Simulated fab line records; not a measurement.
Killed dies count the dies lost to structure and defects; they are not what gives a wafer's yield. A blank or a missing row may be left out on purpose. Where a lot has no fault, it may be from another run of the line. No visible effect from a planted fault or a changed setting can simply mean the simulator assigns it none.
What tool caused it? | flow nand harc | 12 lots (36 wafers sampled), 1 step of a 1302-step route

## WHAT THE GAUGES SHOWED, per wafer
NHARC_P_ZERO_WELL_CD_MEAS_24 targets a cd of 720 nm.
lot  | measured     | on        | cd nm (nm)
L075 | day 2 10:58  | cd sem-01 | 717.6 721.2 719.8
L077 | day 3 04:31  | cd sem-01 | 717.9 721.5 718.5
L079 | day 4 00:37  | cd sem-02 | 716.4 718.6 718.9
L081 | day 4 20:43  | cd sem-03 | 719.9 717.8 718.5
L083 | day 5 16:23  | cd sem-03 | 716.2 718.6 718.2
L085 | day 6 12:51  | cd sem-03 | 721.2 718.7 721.6
L087 | day 7 10:10  | cd sem-02 | 717.7 718.1 718.4
L089 | day 8 04:35  | cd sem-01 | 720.6 719.4 716.4
L091 | day 9 00:35  | cd sem-02 | 718.4 719.5 720.1
L093 | day 9 20:28  | cd sem-01 | 718.0 717.6 718.5
L095 | day 10 16:22 | cd sem-03 | 718.2 717.1 717.9
L097 | day 11 12:22 | cd sem-01 | 718.2 719.3 717.9

## WHICH TOOL RAN EACH LOT (tool, then ch and the chambers of the sampled wafers, then the start)
Record: no process step prior to these readings.

## THE ANSWER, worked out from the rows above alone
Rule: the lots themselves supply what counts as usual. Put in order of their means at a reading, lots are off if they are a third of the lots or fewer, leave a main group of 4 or more, and stand apart from it by a gap of 3 or more times the standard deviation of the main group's means; of several such gaps the widest counts. Not used: any main group whose means are identical at the precision the tables above print for the reading. A lot without any number at a reading at which 4 lots or more have one is off too. All remaining lots with rows at the step are treated as sound.
None of the lots is off at any reading shown; this tells nothing.

## WHAT THE SIMULATOR PUT IN
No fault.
